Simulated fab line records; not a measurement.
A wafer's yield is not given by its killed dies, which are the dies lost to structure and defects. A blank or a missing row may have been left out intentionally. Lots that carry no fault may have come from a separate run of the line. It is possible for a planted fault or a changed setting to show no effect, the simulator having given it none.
Chamber matching :: flow n5_finfet :: 4 sister chambers for N5_DUMMY_GATE_ETCH_37 on rie_diel-03
The step etches SOC in N2/H2, target depth 60 nm, overetch 30 nm. 4 wafers are shown with their chamber, then 8 later ones without.

## WAFERS, EACH WITH ITS CHAMBER
wafer: L080.2
chamber: 3
showerhead_plenum_p_Torr (Torr): 2.61

wafer: L085.6
chamber: 0
showerhead_plenum_p_Torr (Torr): 2.53

wafer: L086.6
chamber: 2
showerhead_plenum_p_Torr (Torr): 2.66

wafer: L087.3
chamber: 1
showerhead_plenum_p_Torr (Torr): 2.44

## WAFERS MISSING THEIR CHAMBER
wafer: L087.4
showerhead_plenum_p_Torr (Torr): 2.60

wafer: L087.6
showerhead_plenum_p_Torr (Torr): 2.53

wafer: L092.2
showerhead_plenum_p_Torr (Torr): 2.44

wafer: L092.3
showerhead_plenum_p_Torr (Torr): 2.53

wafer: L092.4
showerhead_plenum_p_Torr (Torr): 2.65

wafer: L096.1
showerhead_plenum_p_Torr (Torr): 2.59

wafer: L096.3
showerhead_plenum_p_Torr (Torr): 2.65

wafer: L096.6
showerhead_plenum_p_Torr (Torr): 2.65

## WHICH CHAMBER EACH WENT THROUGH
wafer: L087.4
from the rows above: 3
in truth: 3

wafer: L087.6
from the rows above: 0
in truth: 0

wafer: L092.2
from the rows above: 1
in truth: 1

wafer: L092.3
from the rows above: 0
in truth: 0

wafer: L092.4
from the rows above: 2
in truth: 2

wafer: L096.1
from the rows above: 3
in truth: 3

wafer: L096.3
from the rows above: 2
in truth: 2

wafer: L096.6
from the rows above: 2
in truth: 2
Placed correctly: 8 of 8. Number that these rows cannot place: 0. Wrongly placed: 0.
How it was worked out, from the rows above alone: a wafer's distance from a chamber is the root of the sum, over the readings, of the square of ((its reading less the chamber's mean) divided by the reading's scatter). If the next closest chamber is less than 2 further off than the closest, the wafer can't be placed; otherwise it belongs to the closest. A chamber's mean is the mean of its shown wafers. The scatter: with one shown wafer a chamber, the root of the mean of the squares of how far each hidden wafer lies from its nearest shown one.
